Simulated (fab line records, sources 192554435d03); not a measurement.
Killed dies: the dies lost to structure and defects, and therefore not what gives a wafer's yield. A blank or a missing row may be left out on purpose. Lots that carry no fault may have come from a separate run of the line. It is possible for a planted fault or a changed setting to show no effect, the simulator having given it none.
Split-lot experiment	flow n5_finfet	7 lots, 21 wafers read, on a route of 1938 steps

== ON THE SPLIT ==
At N5_BEOL_M13_ILD_DEP_00 (deposits SiOC from DEMS/O2, target thk 837.92 nm, time 166.4 s), the setting time_s was moved away from the recipe's 166.4 s on 2 of the 21 wafers read, by -10.8% to -7.4%. All remaining wafers had this setting at the recipe value.

There is no step in the file separating the split from the reading.

== THE READING ==
M13_ILD_THK, in nm, at N5_BEOL_M13_THK_MEAS_01. On this fab line, fault-free wafers typically give 839 nm with a standard deviation of 11 nm.

wafer	tool, chamber at the split	time_s as run, s	against the recipe	M13_ILD_THK, nm	against lot-mates on the recipe
L075.1	pecvd-01, 2	166.4	recipe	850	-
L075.3	pecvd-01, 0	166.4	recipe	846	-
L075.6	pecvd-01, 0	166.4	recipe	858	-
L077.1	pecvd-02, 0	166.4	recipe	838	-
L077.2	pecvd-02, 1	166.4	recipe	837	-
L077.5	pecvd-02, 2	166.4	recipe	850	-
L078.2	pecvd-01, 1	166.4	recipe	838	-
L078.3	pecvd-01, 0	166.4	recipe	847	-
L078.4	pecvd-01, 2	166.4	recipe	846	-
L081.2	pecvd-02, 1	154.1	-7.4%	763	-72
L081.3	pecvd-02, 0	166.4	recipe	838	-
L081.5	pecvd-02, 1	166.4	recipe	833	-
L090.4	pecvd-04, 1	166.4	recipe	843	-
L090.5	pecvd-04, 2	166.4	recipe	846	-
L090.6	pecvd-04, 0	166.4	recipe	839	-
L091.2	pecvd-02, 0	166.4	recipe	841	-
L091.5	pecvd-02, 0	166.4	recipe	851	-
L091.6	pecvd-02, 1	166.4	recipe	838	-
L092.2	pecvd-01, 0	148.5	-10.8%	749	-100
L092.3	pecvd-01, 0	166.4	recipe	844	-
L092.6	pecvd-01, 0	166.4	recipe	855	-

THE FIT
A straight line over all 21 wafers: M13_ILD_THK changes by +9.51 nm for each +1% of time_s; r = +0.97; the points scatter about the line by 7.2 nm.
The same after taking each lot's own level away (the mean of its wafers on the recipe; 21 wafers): +9.49 nm for each +1%; r = +0.99; scatter 4.7 nm.
That fit puts the effect of the largest move of time_s on the reading at 1e+02 nm.
Across the lots, their own levels run from 835.5 to 851.3 nm, a range of 1.4 times the standard deviation given above.
Hence the lot-to-lot level has little effect on the slope; both slopes agree.
Check: for one of the wafers moved furthest among these (-10.8%), held out of the fit, the line's prediction against its lot-mates is -106 nm. Against them it came out at -100 nm.

== THE WHOLE CHAIN: every reading that the file lists as answering this split, in the file's order ==
step	what it does	reading	change (the file's fit)	r (the file's)
N5_BEOL_M13_ILD_DEP_00	deposits SiOC from DEMS/O2, target thk 837.92 nm, time 166.4 s	SiOC_of_BEOL_M13_ILD_DEP_00.thk_nm (the simulator's own value, which no gauge read)	+9.5 nm for each +1% of the setting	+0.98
N5_BEOL_M13_THK_MEAS_01		M13_ILD_THK	+9.48 for each +1% of the setting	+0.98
N5_BEOL_M13_VIA_ETCH_16	etches SiOC in C4F8/O2/Ar, target depth 921.7 nm	etch.depth_nm (the simulator's own value, which no gauge read)	+9.5 nm for each +1% of the setting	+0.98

== THE FILE'S OWN FIT ==
M13_ILD_THK changes by +9.48 nm for each +1% of time_s, r = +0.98.
